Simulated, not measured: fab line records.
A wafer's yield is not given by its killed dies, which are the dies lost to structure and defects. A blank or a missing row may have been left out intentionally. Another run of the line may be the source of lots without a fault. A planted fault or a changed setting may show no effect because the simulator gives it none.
fab line records || flow nandHarc
record: {"lots": 5, "wafers": 15, "lastDay": 24}
route steps=1159 shown P_ZERO_WELL@29
lots that met no fault: taken from a fault-free run of the same line
startH: hours from the record's first day to the start of the lot's first wafer shown || waitH: how many hours have passed since the lot's step before this one || " repeats the value in the row above || L1.1+2: one row covering several wafers at once || - either no value or no given start || * or withheld: withheld || < > ~ a bound
route shown NAME@n: names a module that has steps shown in the file, with the first one's number in the route || usual: mean/standard deviation taken from wafers without a fault || same: alike in all rows || chamber/n: place in a boat || sites: readings site by site || _std_site: the standard deviation of these || _edge_site: mean of outer sites minus mean of inner sites || radiusMm: for every site, how far away it sits from the centre of the wafer || mask NAME#n: copy n || behind: tool/chamber where the wafer was last shaped || hold: why the lot went on hold/how many hours it stayed there/how the hold came to an end || device: the transistor (n, p or np) that didn't switch || end of line: tests of these same wafers at the route's end || step lacking rows: just its recipe || killed: the dies lost at the first sort to structure and to defects; this is not the yield of the wafer || map: dies across one wafer; x = killed, . = not, _ = none there
set.NAME: the run value of the setting; set.NAME@STEP: its run value at that earlier step || model.NAME: the simulator's own value behind a step, which no gauge read
a table for each step, a row for each wafer; lots at some steps of the route
services: a tool's chamber out of use, with start hour (startH, from the record's first day; less than 0 if before it), hours out, and reason
== steps ==
step: NHARC_P_ZERO_WELL_CD_MEAS_24
recipe: {"targetCdNm": 720, "landingEnergyEv": 500}
usual: {"cdNm": "720.3/2"}
{"lot.wafer": "L228.3", "tool": "cdSem-01", "chamber": 0, "startH": 20.59, "waitH": "-", "cdNm": 723.4}
{"lot.wafer": "L228.5", "tool": "cdSem-01", "chamber": 0, "startH": 20.59, "waitH": "-", "cdNm": 719.2}
{"lot.wafer": "L228.6", "tool": "cdSem-01", "chamber": 0, "startH": 20.59, "waitH": "-", "cdNm": 722.2}
{"lot.wafer": "L229.2", "tool": "cdSem-01", "chamber": 0, "startH": 26.47, "waitH": "-", "cdNm": 721.3}
{"lot.wafer": "L229.4", "tool": "cdSem-01", "chamber": 0, "startH": 26.47, "waitH": "-", "cdNm": 717.9}
{"lot.wafer": "L229.6", "tool": "cdSem-01", "chamber": 0, "startH": 26.47, "waitH": "-", "cdNm": 723.8}
{"lot.wafer": "L230.1", "tool": "cdSem-03", "chamber": 0, "startH": 32.58, "waitH": "-", "cdNm": 720.0}
{"lot.wafer": "L230.2", "tool": "cdSem-03", "chamber": 0, "startH": 32.58, "waitH": "-", "cdNm": 717.5}
{"lot.wafer": "L230.4", "tool": "cdSem-03", "chamber": 0, "startH": 32.58, "waitH": "-", "cdNm": 719.0}
{"lot.wafer": "L239.1", "tool": "cdSem-01", "chamber": 0, "startH": 86.50, "waitH": "-", "cdNm": 719.1}
{"lot.wafer": "L239.3", "tool": "cdSem-01", "chamber": 0, "startH": 86.50, "waitH": "-", "cdNm": 718.0}
{"lot.wafer": "L239.5", "tool": "cdSem-01", "chamber": 0, "startH": 86.50, "waitH": "-", "cdNm": 719.4}
{"lot.wafer": "L249.1", "tool": "cdSem-02", "chamber": 0, "startH": 146.62, "waitH": "-", "cdNm": 721.2}
{"lot.wafer": "L249.2", "tool": "cdSem-02", "chamber": 0, "startH": 146.62, "waitH": "-", "cdNm": 719.6}
{"lot.wafer": "L249.4", "tool": "cdSem-02", "chamber": 0, "startH": 146.62, "waitH": "-", "cdNm": 718.5}
step: NHARC_P_ZERO_WELL_HARDBAKE_25
recipe: {"tempC": 125, "timeS": 80}
step: NHARC_P_ZERO_WELL_DESCUM_26
recipe: {"timeS": 3, "o2FlowSccm": 200, "arFlowSccm": 0, "biasPowerW": 0, "chemistry": "O2"}
usual: {"drypumpMotorCurrentA": "5.7/0.37", "oesProductAu": "1.003/0.01", "rfVppV": "57.7/0.75", "showerheadPlenumPTorr": "1.90/0.073", "throttleValvePct": "11.310/0.0091"}
{"lot.wafer": "L228.3", "tool": "rieDiel-07", "chamber": 0, "startH": 20.75, "waitH": "-", "drypumpMotorCurrentA": 6.0, "oesProductAu": 1.006, "rfHoursCounterH": 7.5, "rfVppV": 56.9, "showerheadPlenumPTorr": 1.88, "throttleValvePct": 11.304}
{"lot.wafer": "L228.5", "tool": "rieDiel-07", "chamber": 0, "startH": 20.75, "waitH": "-", "drypumpMotorCurrentA": 6.0, "oesProductAu": 1.000, "rfHoursCounterH": "-", "rfVppV": 57.7, "showerheadPlenumPTorr": 1.88, "throttleValvePct": 11.303}
{"lot.wafer": "L228.6", "tool": "rieDiel-07", "chamber": 1, "startH": 20.75, "waitH": "-", "drypumpMotorCurrentA": 6.0, "oesProductAu": 1.006, "rfHoursCounterH": "-", "rfVppV": 56.8, "showerheadPlenumPTorr": 1.82, "throttleValvePct": 11.300}
{"lot.wafer": "L229.2", "tool": "rieDiel-03", "chamber": 0, "startH": 26.63, "waitH": "-", "drypumpMotorCurrentA": 5.9, "oesProductAu": 1.001, "rfHoursCounterH": 11.3, "rfVppV": 56.5, "showerheadPlenumPTorr": 1.90, "throttleValvePct": 11.307}
{"lot.wafer": "L229.4", "tool": "rieDiel-03", "chamber": 1, "startH": 26.63, "waitH": "-", "drypumpMotorCurrentA": 6.1, "oesProductAu": 0.995, "rfHoursCounterH": 11.4, "rfVppV": 58.0, "showerheadPlenumPTorr": 1.98, "throttleValvePct": 11.312}
{"lot.wafer": "L229.6", "tool": "rieDiel-03", "chamber": 0, "startH": 26.63, "waitH": "-", "drypumpMotorCurrentA": 5.9, "oesProductAu": 0.983, "rfHoursCounterH": "-", "rfVppV": 56.5, "showerheadPlenumPTorr": 1.90, "throttleValvePct": 11.307}
{"lot.wafer": "L230.1", "tool": "rieDiel-05", "chamber": 1, "startH": 32.74, "waitH": "-", "drypumpMotorCurrentA": 5.0, "oesProductAu": 1.001, "rfHoursCounterH": 3.1, "rfVppV": 56.9, "showerheadPlenumPTorr": 1.80, "throttleValvePct": 11.314}
{"lot.wafer": "L230.2", "tool": "rieDiel-05", "chamber": 3, "startH": 32.74, "waitH": "-", "drypumpMotorCurrentA": 5.9, "oesProductAu": 1.002, "rfHoursCounterH": 3.0, "rfVppV": 58.0, "showerheadPlenumPTorr": 1.85, "throttleValvePct": 11.332}
{"lot.wafer": "L230.4", "tool": "rieDiel-05", "chamber": 0, "startH": 32.74, "waitH": "-", "drypumpMotorCurrentA": 5.4, "oesProductAu": 0.993, "rfHoursCounterH": 2.6, "rfVppV": 59.0, "showerheadPlenumPTorr": 1.94, "throttleValvePct": 11.299}
{"lot.wafer": "L239.3", "tool": "rieDiel-03", "chamber": 0, "startH": 86.67, "waitH": "-", "drypumpMotorCurrentA": 5.8, "oesProductAu": 1.005, "rfHoursCounterH": 1.9, "rfVppV": 58.1, "showerheadPlenumPTorr": 1.90, "throttleValvePct": 11.299}
{"lot.wafer": "L239.1", "tool": "rieDiel-03", "chamber": 1, "startH": 86.67, "waitH": "-", "drypumpMotorCurrentA": 6.1, "oesProductAu": 1.010, "rfHoursCounterH": 1.8, "rfVppV": 58.7, "showerheadPlenumPTorr": 1.98, "throttleValvePct": 11.298}
{"lot.wafer": "L239.5", "tool": "rieDiel-03", "chamber": 0, "startH": 86.67, "waitH": "-", "drypumpMotorCurrentA": 5.9, "oesProductAu": 1.005, "rfHoursCounterH": "-", "rfVppV": 57.2, "showerheadPlenumPTorr": 1.90, "throttleValvePct": 11.316}
{"lot.wafer": "L249.4", "tool": "rieDiel-07", "chamber": 3, "startH": 146.78, "waitH": "-", "drypumpMotorCurrentA": 5.0, "oesProductAu": 1.013, "rfHoursCounterH": 5.5, "rfVppV": 57.6, "showerheadPlenumPTorr": 1.94, "throttleValvePct": 11.304}
{"lot.wafer": "L249.2", "tool": "rieDiel-07", "chamber": 0, "startH": 146.78, "waitH": "-", "drypumpMotorCurrentA": 6.0, "oesProductAu": 0.999, "rfHoursCounterH": 5.7, "rfVppV": 57.3, "showerheadPlenumPTorr": 1.88, "throttleValvePct": 11.315}
{"lot.wafer": "L249.1", "tool": "rieDiel-07", "chamber": 1, "startH": 146.78, "waitH": "-", "drypumpMotorCurrentA": 6.0, "oesProductAu": 1.018, "rfHoursCounterH": 6.5, "rfVppV": 57.4, "showerheadPlenumPTorr": 1.82, "throttleValvePct": 11.315}
step: NHARC_P_ZERO_WELL_IMPLANT_27
recipe: {"energyKev": 600, "doseCm2": 1e+13, "tiltDeg": 7}
step: NHARC_P_ZERO_WELL_IMPLANT_57
recipe: {"energyKev": 250, "doseCm2": 4e+12, "tiltDeg": 7}
step: NHARC_P_ZERO_WELL_IMPLANT_58
recipe: {"energyKev": 100, "doseCm2": 2e+12, "tiltDeg": 7}
step: NHARC_P_ZERO_WELL_STRIP_28
recipe: {"timeS": 840, "tempC": 130, "chemistry": "SPM"}
step: NHARC_P_ZERO_WELL_DEHYDRATE_29
recipe: {"tempC": 150, "timeS": 120}
step: NHARC_P_ZERO_WELL_HMDS_30
recipe: {"timeS": 30}
step: NHARC_P_ZERO_WELL_COAT_31
recipe: {"spinRpm": "withheld"}
step: NHARC_P_ZERO_WELL_SOFTBAKE_32
recipe: {"tempC": 122, "timeS": 95}
step: NHARC_P_ZERO_WELL_EBR_33
step: NHARC_P_ZERO_WELL_EXPOSE_34
recipe: {"na": 0.6, "targetCdNm": 720, "doseMj": 22.31, "maskId": "P_PWELL"}
{"lot.wafer": "L228.3+5+6", "tool": "krfScanner-01", "chamber": 0, "startH": 22.08, "waitH": "-", "mask": "P_PWELL#0"}
{"lot.wafer": "L229.2+4+6", "tool": "krfScanner-01", "chamber": 0, "startH": 27.82, "waitH": "-", "mask": "P_PWELL#0"}
{"lot.wafer": "L230.1+2+4", "tool": "krfScanner-01", "chamber": 0, "startH": 33.98, "waitH": "-", "mask": "P_PWELL_R1#0"}
{"lot.wafer": "L239.1+3+5", "tool": "krfScanner-03", "chamber": 0, "startH": 88.01, "waitH": "-", "mask": "P_PWELL#0"}
{"lot.wafer": "L249.1+2+4", "tool": "krfScanner-03", "chamber": 0, "startH": 147.98, "waitH": "-", "mask": "P_PWELL#0"}
step: NHARC_P_ZERO_WELL_PEB_35
recipe: {"pebTempC": 118, "pebTimeS": 85}
step: NHARC_P_ZERO_WELL_DEVELOP_36
recipe: {"timeS": 70}
step: NHARC_P_ZERO_WELL_CD_MEAS_37
recipe: {"targetCdNm": 720, "landingEnergyEv": 500}
usual: {"cdNm": "720.8/1.8"}
{"lot.wafer": "L228.3", "tool": "cdSem-01", "chamber": 0, "startH": 22.23, "waitH": "-", "hold": "-", "cdNm": 722.0}
{"lot.wafer": "L228.5", "tool": "cdSem-01", "chamber": 0, "startH": 22.23, "waitH": "-", "hold": "-", "cdNm": 722.2}
{"lot.wafer": "L228.6", "tool": "cdSem-01", "chamber": 0, "startH": 22.23, "waitH": "-", "hold": "-", "cdNm": 722.5}
{"lot.wafer": "L229.2", "tool": "cdSem-03", "chamber": 0, "startH": 27.98, "waitH": "-", "hold": "-", "cdNm": 721.4}
{"lot.wafer": "L229.4", "tool": "cdSem-03", "chamber": 0, "startH": 27.98, "waitH": "-", "hold": "-", "cdNm": 716.4}
{"lot.wafer": "L229.6", "tool": "cdSem-03", "chamber": 0, "startH": 27.98, "waitH": "-", "hold": "-", "cdNm": 717.3}
{"lot.wafer": "L230.1", "tool": "cdSem-03", "chamber": 0, "startH": 34.14, "waitH": "-", "hold": "awaitDispo/0.2h/release", "cdNm": 734.3}
{"lot.wafer": "L230.2", "tool": "cdSem-03", "chamber": 0, "startH": 34.14, "waitH": "-", "hold": "awaitDispo/0.2h/release", "cdNm": 730.8}
{"lot.wafer": "L230.4", "tool": "cdSem-03", "chamber": 0, "startH": 34.14, "waitH": "-", "hold": "awaitDispo/0.2h/release", "cdNm": 730.1}
{"lot.wafer": "L230.1", "tool": "cdSem-03", "chamber": 0, "startH": "-", "waitH": "-", "hold": "-", "cdNm": 734.6}
{"lot.wafer": "L230.2", "tool": "cdSem-03", "chamber": 0, "startH": "-", "waitH": "-", "hold": "-", "cdNm": 730.3}
{"lot.wafer": "L230.4", "tool": "cdSem-03", "chamber": 0, "startH": "-", "waitH": "-", "hold": "-", "cdNm": 730.9}
{"lot.wafer": "L239.1", "tool": "cdSem-03", "chamber": 0, "startH": 88.17, "waitH": "-", "hold": "-", "cdNm": 722.9}
{"lot.wafer": "L239.3", "tool": "cdSem-03", "chamber": 0, "startH": 88.17, "waitH": "-", "hold": "-", "cdNm": 720.5}
{"lot.wafer": "L239.5", "tool": "cdSem-03", "chamber": 0, "startH": 88.17, "waitH": "-", "hold": "-", "cdNm": 724.2}
{"lot.wafer": "L249.1", "tool": "cdSem-01", "chamber": 0, "startH": 148.14, "waitH": "-", "hold": "-", "cdNm": 719.7}
{"lot.wafer": "L249.2", "tool": "cdSem-01", "chamber": 0, "startH": 148.14, "waitH": "-", "hold": "-", "cdNm": 723.5}
{"lot.wafer": "L249.4", "tool": "cdSem-01", "chamber": 0, "startH": 148.14, "waitH": "-", "hold": "-", "cdNm": 721.5}
== services ==
{"tool": "rieDiel-07", "chamber": 1, "startH": -0.25, "hours": 15.4, "kind": "repair"}
{"tool": "rieDiel-07", "chamber": 0, "startH": 5.70, "hours": "-", "kind": "clean"}
{"tool": "rieDiel-07", "chamber": 2, "startH": 5.70, "hours": "-", "kind": "clean"}
{"tool": "rieDiel-07", "chamber": 3, "startH": 5.70, "hours": "-", "kind": "clean"}
{"tool": "rieDiel-03", "chamber": 0, "startH": 17.71, "hours": "-", "kind": "clean"}
{"tool": "rieDiel-03", "chamber": 1, "startH": 17.71, "hours": "-", "kind": "clean"}
{"tool": "rieDiel-03", "chamber": 2, "startH": 17.71, "hours": "-", "kind": "clean"}
{"tool": "rieDiel-03", "chamber": 3, "startH": 17.71, "hours": "-", "kind": "clean"}
{"tool": "krfScanner-03", "chamber": "-", "startH": 19.74, "hours": 0.1, "kind": "repair"}
{"tool": "krfScanner-03", "chamber": "-", "startH": 29.61, "hours": 2.2, "kind": "repair"}
{"tool": "rieDiel-07", "chamber": 0, "startH": 30.20, "hours": "-", "kind": "clean"}
{"tool": "rieDiel-07", "chamber": 1, "startH": 30.20, "hours": "-", "kind": "clean"}
{"tool": "rieDiel-07", "chamber": 2, "startH": 30.20, "hours": "-", "kind": "clean"}
{"tool": "rieDiel-07", "chamber": 3, "startH": 30.20, "hours": "-", "kind": "clean"}
{"tool": "krfScanner-03", "chamber": 0, "startH": 33.77, "hours": "-", "kind": "calibration"}
{"tool": "rieDiel-03", "chamber": "-", "startH": 38.30, "hours": 9.0, "kind": "pm"}
{"tool": "krfScanner-01", "chamber": 0, "startH": 49.50, "hours": "-", "kind": "calibration"}
{"tool": "rieDiel-07", "chamber": "-", "startH": 51.20, "hours": 9.0, "kind": "pm"}
{"tool": "krfScanner-01", "chamber": "-", "startH": 67.03, "hours": 20.0, "kind": "repair"}
{"tool": "krfScanner-01", "chamber": "-", "startH": 87.06, "hours": 4.0, "kind": "pm"}
{"tool": "krfScanner-01", "chamber": "-", "startH": 103.81, "hours": 1.0, "kind": "repair"}
{"tool": "krfScanner-01", "chamber": "-", "startH": 127.72, "hours": 4.4, "kind": "repair"}
{"tool": "krfScanner-01", "chamber": "-", "startH": 134.09, "hours": 2.3, "kind": "repair"}
{"tool": "rieDiel-03", "chamber": 2, "startH": 134.41, "hours": 12.3, "kind": "repair"}
== key ==
firstSign: {"step": "NHARC_P_ZERO_WELL_EXPOSE_34", "reading": "mask", "direction": "changed"}
effect: {"step": "NHARC_P_ZERO_WELL_CD_MEAS_37", "reading": "visit", "direction": "added"}
effect: {"step": "NHARC_P_ZERO_WELL_CD_MEAS_37", "reading": "cdNm", "direction": "up", "sigmas": 6, "usual": 720.8, "struck": 731.7}
metAt NHARC_P_ZERO_WELL_EXPOSE_34
struckWafers L230.1,L230.2,L230.4
testerLeftOut L230
onsetBetween 27.82 33.98
fault: {"kind": "wrongMask", "tool": "any", "chamber": "-", "onsetH": 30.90, "steps": "NHARC_P_ZERO_WELL_EXPOSE_34", "auxCopy": "P_PWELL_R1#0", "cdOffsetNm": 12.87, "scope": "struckLotsOnly"}
testerLeftOut: of these lots the tester's yield and bins aren't shown, on N5 and GAA mostly nor the transistor test; their killed dies are dies lost to structure and defects alone, not to doping, threshold or leakage, so they don't give the yield
